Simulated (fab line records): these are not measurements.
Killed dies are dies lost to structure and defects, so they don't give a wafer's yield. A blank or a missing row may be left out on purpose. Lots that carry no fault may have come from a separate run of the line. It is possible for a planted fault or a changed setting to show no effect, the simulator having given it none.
Matching of chambers :: flow n5 finfet :: 3 sister chambers for N5_BEOL_M10_CURE_72 on uv cure-03
The step cures SiCOH lowk, time 120 s. 3 wafers are shown with their chamber, then 10 later ones without.

WAFERS, EACH WITH ITS CHAMBER
wafer: L082.6
chamber: 2
wafer_temp_C_max: 372.1

wafer: L086.3
chamber: 1
wafer_temp_C_max: 371.5

wafer: L088.3
chamber: 0
wafer_temp_C_max: 371.5

WAFERS MISSING THEIR CHAMBER
wafer: L088.5
wafer_temp_C_max: 371.2

wafer: L091.2
wafer_temp_C_max: 372.3

wafer: L091.3
wafer_temp_C_max: 371.7

wafer: L091.4
wafer_temp_C_max: 372.2

wafer: L089.2
wafer_temp_C_max: 370.9

wafer: L089.3
wafer_temp_C_max: 371.1

wafer: L089.6
wafer_temp_C_max: 370.8

wafer: L092.2
wafer_temp_C_max: 371.7

wafer: L092.4
wafer_temp_C_max: 373.0

wafer: L092.6
wafer_temp_C_max: 372.0

CHAMBER TAKEN BY EACH
wafer: L088.5
from the rows above: can't be placed: 0 or 1 or 2
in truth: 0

wafer: L091.2
from the rows above: can't be placed: 2 or 0 or 1
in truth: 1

wafer: L091.3
from the rows above: can't be placed: 0 or 1 or 2
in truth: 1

wafer: L091.4
from the rows above: can't be placed: 2 or 0 or 1
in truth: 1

wafer: L089.2
from the rows above: can't be placed: 0 or 1 or 2
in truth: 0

wafer: L089.3
from the rows above: can't be placed: 0 or 1 or 2
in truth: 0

wafer: L089.6
from the rows above: can't be placed: 0 or 1 or 2
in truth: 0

wafer: L092.2
from the rows above: can't be placed: 0 or 1 or 2
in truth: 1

wafer: L092.4
from the rows above: can't be placed: 2 or 0 or 1
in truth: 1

wafer: L092.6
from the rows above: can't be placed: 2 or 0 or 1
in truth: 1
Correctly placed: 0 of 10. These rows do not allow placing 10 (true chamber among the candidates in 10). Placed wrongly: 0.
How it was worked out, from the rows above alone: a wafer's distance from a chamber is the root of the sum, over the readings, of the square of ((its reading less the chamber's mean) divided by the reading's scatter). The wafer belongs to the nearest chamber; if the next one is less than 2 further off, it can't be placed. The mean given for a chamber averages the wafers shown for that chamber. The scatter: with one shown wafer a chamber, the root of the mean of the squares of how far each hidden wafer lies from its nearest shown one.
